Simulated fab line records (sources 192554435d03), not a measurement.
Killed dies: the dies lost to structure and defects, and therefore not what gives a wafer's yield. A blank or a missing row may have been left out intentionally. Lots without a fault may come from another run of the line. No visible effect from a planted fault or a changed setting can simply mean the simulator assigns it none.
Which tool was responsible?	flow n5 finfet	21 lots, 63 wafers sampled, at 5 steps of a route of 1938

## WHAT THE GAUGES SHOWED, per wafer
N5_DUMMY_GATE_CD_MEAS_50: target cd 14 nm.
lot	measured	on	cd nm (nm)
L074	day 3 03:11	cd sem-02	14.5 14.7 14.4
L075	day 3 09:17	cd sem-02	14.5 13.6 14.4
L076	day 3 18:48	cd sem-02	14.1 14.1 13.8
L077	day 3 22:43	cd sem-02	14.0 13.4 13.7
L078	day 4 02:37	cd sem-01	14.7 14.5 14.6
L079	day 4 05:37	cd sem-01	14.4 15.2 13.5
L080	day 4 10:39	cd sem-02	13.5 13.4 13.3
L081	day 4 16:06	cd sem-02	13.9 15.0 14.0
L082	day 4 21:20	cd sem-02	13.1 13.9 14.0
L083	day 5 06:30	cd sem-01	14.1 13.7 13.3
L084	day 5 12:58	cd sem-02	15.1 14.1 14.4
L085	day 5 21:37	cd sem-02	15.3 13.8 14.1
L087	day 6 06:50	cd sem-01	14.8 13.4 14.2
L090	day 6 21:26	cd sem-02	14.5 14.1 14.9
L091	day 7 03:47	cd sem-01	14.0 14.4 13.9
L092	day 7 10:20	cd sem-01	15.1 12.9 15.1
L093	day 7 16:53	cd sem-01	13.3 14.2 14.1
L094	day 7 23:56	cd sem-01	14.6 13.9 14.1
L095	day 8 06:41	cd sem-02	14.0 14.2 13.8
L096	day 8 10:07	cd sem-01	14.1 14.0 14.1
L097	day 8 16:50	cd sem-02	13.6 13.5 13.1

## WHICH TOOL RAN EACH LOT (tool, then ch and the chambers of the sampled wafers, then the start)
lot	N5_DUMMY_GATE_ALD_02	N5_DUMMY_GATE_DESCUM_20	N5_DUMMY_GATE_ETCH_29	N5_DUMMY_GATE_STRIP_40
L074	ald sin-03 ch 0,1,3, day 2 15:55	rie diel-04 ch 1,2,3, day 3 02:49	rie diel-04 ch 1,2,3, day 3 02:53	rie diel-04 ch 2,3, day 3 03:08
L075	ald sin-04 ch 1,2,3, day 2 18:40	rie diel-03 ch 2,3, day 3 08:55	rie diel-03 ch 2,3, day 3 08:58	rie diel-01 ch 1,2, day 3 09:14
L076	ald sin-03 ch 0,2,3, day 3 00:46	rie diel-03 ch 1,2,3, day 3 18:25	rie diel-03 ch 1,2,3, day 3 18:29	rie diel-03 ch 2,3, day 3 18:44
L077	ald sin-04 ch 1,3, day 3 07:39	rie diel-01 ch 0,1,3, day 3 22:20	rie diel-01 ch 0,1,3, day 3 22:24	rie diel-04 ch 1,2, day 3 22:40
L078	ald sin-03 ch 1,2,3, day 3 13:12	rie diel-01 ch 0,1,2, day 4 02:14	rie diel-01 ch 0,1,2, day 4 02:17	rie diel-01 ch 0,1,2, day 4 02:33
L079	ald sin-04 ch 0,2,3, day 3 18:51	rie diel-03 ch 0,1,2, day 4 05:14	rie diel-03 ch 0,1,2, day 4 05:18	rie diel-03 ch 0,1,3, day 4 05:34
L080	ald sin-03 ch 2,3, day 4 01:27	rie diel-03 ch 0,1,2, day 4 10:16	rie diel-03 ch 0,1,2, day 4 10:20	rie diel-03 ch 1,2,3, day 4 10:35
L081	ald sin-03 ch 0,1,2, day 4 06:41	rie diel-04 ch 1,2, day 4 15:34	rie diel-04 ch 1,2, day 4 15:38	rie diel-01 ch 0,2, day 4 16:03
L082	ald sin-04 ch 0,1,3, day 4 12:17	rie diel-03 ch 1,2, day 4 20:57	rie diel-03 ch 1,2, day 4 21:01	rie diel-03 ch 1,2, day 4 21:17
L083	ald sin-03 ch 0,1,2, day 4 21:26	rie diel-03 ch 1,3, day 5 06:07	rie diel-03 ch 1,3, day 5 06:11	rie diel-03 ch 2,3, day 5 06:27
L084	ald sin-03 ch 1,2,3, day 5 03:50	rie diel-04 ch 1,3, day 5 12:29	rie diel-04 ch 1,3, day 5 12:35	rie diel-01 ch 0,1, day 5 12:55
L085	ald sin-01 ch 2,3, day 5 12:34	rie diel-03 ch 0,2,3, day 5 21:13	rie diel-03 ch 0,2,3, day 5 21:17	rie diel-01 ch 0,1,3, day 5 21:34
L087	ald sin-01 ch 1,2,3, day 5 18:37	rie diel-01 ch 1,2,3, day 6 06:22	rie diel-01 ch 1,2,3, day 6 06:26	rie diel-01 ch 0,2,3, day 6 06:47
L090	ald sin-04 ch 0,1,3, day 6 12:22	rie diel-04 ch 0,1,2, day 6 20:53	rie diel-04 ch 0,1,2, day 6 20:58	rie diel-03 ch 0,1, day 6 21:23
L091	ald sin-01 ch 1,2,3, day 6 18:46	rie diel-03 ch 0,1,3, day 7 03:24	rie diel-03 ch 0,1,3, day 7 03:28	rie diel-01 ch 0,2, day 7 03:43
L092	ald sin-03 ch 1,2,3, day 7 01:27	rie diel-03 ch 0,1,2, day 7 09:58	rie diel-03 ch 0,1,2, day 7 10:02	rie diel-01 ch 1,2,3, day 7 10:17
L093	ald sin-04 ch 1,2, day 7 07:52	rie diel-01 ch 1,2,3, day 7 16:31	rie diel-01 ch 1,2,3, day 7 16:35	rie diel-01 ch 2,3, day 7 16:50
L094	ald sin-04 ch 1,3, day 7 14:56	rie diel-03 ch 1,2,3, day 7 23:29	rie diel-03 ch 1,2,3, day 7 23:34	rie diel-01 ch 1,2, day 7 23:53
L095	ald sin-01 ch 0,1,2, day 7 20:25	rie diel-03 ch 1,2,3, day 8 06:19	rie diel-03 ch 1,2,3, day 8 06:22	rie diel-03 ch 0,1,2, day 8 06:38
L096	ald sin-04 ch 0,1,3, day 8 00:44	rie diel-04 ch 0,1,2, day 8 09:38	rie diel-04 ch 0,1,2, day 8 09:42	rie diel-04 ch 0,1, day 8 10:04
L097	ald sin-03 ch 0,2, day 8 07:56	rie diel-01 ch 1,3, day 8 16:28	rie diel-01 ch 1,3, day 8 16:31	rie diel-04 ch 0,2, day 8 16:47
- N5_DUMMY_GATE_ALD_02: deposits SiO2, target thk 2 nm, pulse time 1 s.
- N5_DUMMY_GATE_DESCUM_20: chemistry O2, time 6.2 s.
- N5_DUMMY_GATE_ETCH_29: etches underlayer in N2/H2, target depth 13 nm.
- N5_DUMMY_GATE_STRIP_40: strips in CF4.

## AS READ BY THE TOOLS THEMSELVES (means over the sampled wafers that have a number; for cases with no such wafer, the mark the record gives instead)
N5_DUMMY_GATE_ALD_02.
lot	tool	heater power w (W)	precursor pulse height rel	susceptor temp C (C)
L074	ald sin-03	459	1.014	300.01
L075	ald sin-04	432	1.020	299.96
L076	ald sin-03	496	0.997	300.02
L077	ald sin-04	442	1.000	300.09
L078	ald sin-03	458	0.984	300.09
L079	ald sin-04	394	1.009	299.94
L080	ald sin-03	445	0.993	299.91
L081	ald sin-03	509	1.002	299.83
L082	ald sin-04	416	0.989	300.08
L083	ald sin-03	505	0.978	299.94
L084	ald sin-03	454	0.994	300.01
L085	ald sin-01	478	1.012	299.96
L087	ald sin-01	472	1.007	299.91
L090	ald sin-04	407	1.007	299.78
L091	ald sin-01	469	1.004	300.02
L092	ald sin-03	449	0.994	300.04
L093	ald sin-04	455	1.002	299.70
L094	ald sin-04	415	0.987	299.97
L095	ald sin-01	472	1.005	299.89
L096	ald sin-04	411	0.986	300.01
L097	ald sin-03	544	0.991	300.01

N5_DUMMY_GATE_DESCUM_20.
lot	tool	chamber pressure mTorr (mTorr)	drypump motor current A (A)	oes product au (a.u.)	rf vpp V (V)	showerhead plenum p Torr (Torr)	throttle valve pct (%)
L074	rie diel-04	20.008	5.6	0.79	243.3	2.07	20.43
L075	rie diel-03	20.010	5.5	0.87	244.0	2.09	20.31
L076	rie diel-03	19.993	5.6	0.84	243.8	2.09	20.45
L077	rie diel-01	20.017	5.3	0.72	242.6	2.05	20.65
L078	rie diel-01	20.017	5.3	0.72	242.4	2.01	20.69
L079	rie diel-03	19.998	5.2	0.76	242.7	2.06	20.47
L080	rie diel-03	19.985	5.2	0.77	242.0	2.06	20.46
L081	rie diel-04	19.996	5.1	0.76	242.7	2.03	20.40
L082	rie diel-03	19.997	5.2	0.80	242.8	2.11	20.43
L083	rie diel-03	19.994	5.8	0.78	244.2	2.08	20.61
L084	rie diel-04	19.988	5.9	0.80	242.4	2.10	20.49
L085	rie diel-03	19.997	5.4	0.89	243.8	2.12	20.29
L087	rie diel-01	20.005	5.4	0.81	242.9	2.08	20.46
L090	rie diel-04	20.000	5.2	0.83	242.9	2.07	20.38
L091	rie diel-03	19.991	5.6	0.83	244.1	2.12	20.44
L092	rie diel-03	19.993	5.2	0.83	244.2	2.14	20.42
L093	rie diel-01	20.002	5.4	0.89	242.5	2.07	20.35
L094	rie diel-03	20.006	5.6	0.80	243.0	2.08	20.50
L095	rie diel-03	20.015	5.6	0.79	242.8	2.08	20.50
L096	rie diel-04	19.993	5.2	0.81	242.8	2.06	20.40
L097	rie diel-01	20.008	5.4	0.87	243.0	2.10	20.31

N5_DUMMY_GATE_ETCH_29.
lot	tool	chamber pressure mTorr (mTorr)	drypump motor current A (A)	n2 flow sccm (sccm)	oes product au (a.u.)	rf vpp V (V)	showerhead plenum p Torr (Torr)	throttle valve pct (%)
L074	rie diel-04	30.03	5.6	200.4	0.79	524.0	2.53	17.98
L075	rie diel-03	30.00	5.5	200.2	0.87	524.2	2.56	17.81
L076	rie diel-03	29.99	5.6	200.1	0.85	523.8	2.54	17.91
L077	rie diel-01	30.02	5.3	200.8	0.72	522.1	2.48	17.99
L078	rie diel-01	29.99	5.3	200.7	0.71	521.9	2.44	18.08
L079	rie diel-03	30.02	5.2	200.0	0.77	523.4	2.50	17.88
L080	rie diel-03	29.99	5.2	199.6	0.78	523.1	2.49	17.88
L081	rie diel-04	30.00	5.1	199.5	0.75	522.2	2.47	17.93
L082	rie diel-03	29.97	5.2	199.4	0.82	524.4	2.56	17.93
L083	rie diel-03	29.99	5.8	201.1	0.79	523.4	2.52	18.03
L084	rie diel-04	29.99	5.9	200.1	0.80	522.9	2.55	17.92
L085	rie diel-03	29.98	5.4	200.4	0.90	524.9	2.58	17.67
L087	rie diel-01	30.01	5.4	200.5	0.81	523.6	2.50	17.81
L090	rie diel-04	30.02	5.2	200.6	0.82	523.3	2.53	17.91
L091	rie diel-03	29.98	5.6	199.8	0.85	524.8	2.56	17.79
L092	rie diel-03	30.00	5.2	200.1	0.84	526.1	2.59	17.80
L093	rie diel-01	29.99	5.4	199.5	0.89	522.9	2.49	17.66
L094	rie diel-03	29.99	5.6	200.3	0.80	523.9	2.52	17.96
L095	rie diel-03	30.01	5.6	200.1	0.80	523.4	2.52	17.97
L096	rie diel-04	30.01	5.2	200.1	0.81	523.3	2.52	17.91
L097	rie diel-01	29.96	5.4	200.2	0.88	523.6	2.52	17.59

N5_DUMMY_GATE_STRIP_40.
lot	tool	chamber pressure mTorr (mTorr)	drypump motor current A (A)	oes product au (a.u.)	rf vpp V (V)	showerhead plenum p Torr (Torr)	throttle valve pct (%)
L074	rie diel-04	49.96	5.3	0.74	269.5	1.72	13.47
L075	rie diel-01	49.99	5.2	0.75	269.3	1.74	13.73
L076	rie diel-03	50.00	5.5	0.86	270.8	1.81	13.54
L077	rie diel-04	50.01	5.3	0.79	271.1	1.77	13.55
L078	rie diel-01	50.03	5.2	0.71	270.5	1.73	13.81
L079	rie diel-03	49.98	5.6	0.77	268.9	1.76	13.70
L080	rie diel-03	50.02	5.6	0.81	270.6	1.80	13.64
L081	rie diel-01	50.03	5.4	0.68	269.6	1.72	13.89
L082	rie diel-03	50.01	5.3	0.80	270.6	1.82	13.68
L083	rie diel-03	50.03	5.4	0.84	271.7	1.81	13.57
L084	rie diel-01	49.99	5.2	0.71	269.6	1.71	13.92
L085	rie diel-01	50.00	5.3	0.71	270.7	1.76	13.83
L087	rie diel-01	50.00	5.5	0.78	270.4	1.77	13.65
L090	rie diel-03	49.98	5.4	0.80	271.8	1.84	13.70
L091	rie diel-01	49.98	5.4	0.77	269.2	1.72	13.74
L092	rie diel-01	50.00	5.4	0.88	271.2	1.77	13.40
L093	rie diel-01	49.96	5.6	0.94	271.4	1.82	13.21
L094	rie diel-01	50.05	5.2	0.80	269.7	1.73	13.61
L095	rie diel-03	50.00	5.2	0.81	272.3	1.84	13.62
L096	rie diel-04	50.00	5.4	0.87	272.7	1.82	13.51
L097	rie diel-04	49.95	4.9	0.78	270.0	1.73	13.47

## THE ANSWER, worked out from the rows above alone
Rule: what is usual is taken from the lots themselves. The widest of any qualifying gaps counts: lots, ordered by their means at a reading, are off when they make up no more than a third of the lots, leave a main group of 4 or more, and stand apart from it by 3 or more times the standard deviation of that group's means. The tables above print the reading to a certain number of digits; a main group whose means all agree to those digits is not used. Also off: a lot with no number at a reading for which 4 or more lots have one. Where the step has rows for the other lots, those lots are counted as sound. After the gauges, taken in route order, come the tools' own readings; for these a lot's mean is taken, as printed above. The first step at which some lot is off is used, and at that step the reading that is off furthest; a lot without a number counts as furthest.
No lot is off at any reading shown: from this, nothing can be told.

## WHAT THE SIMULATOR HAD INSERTED
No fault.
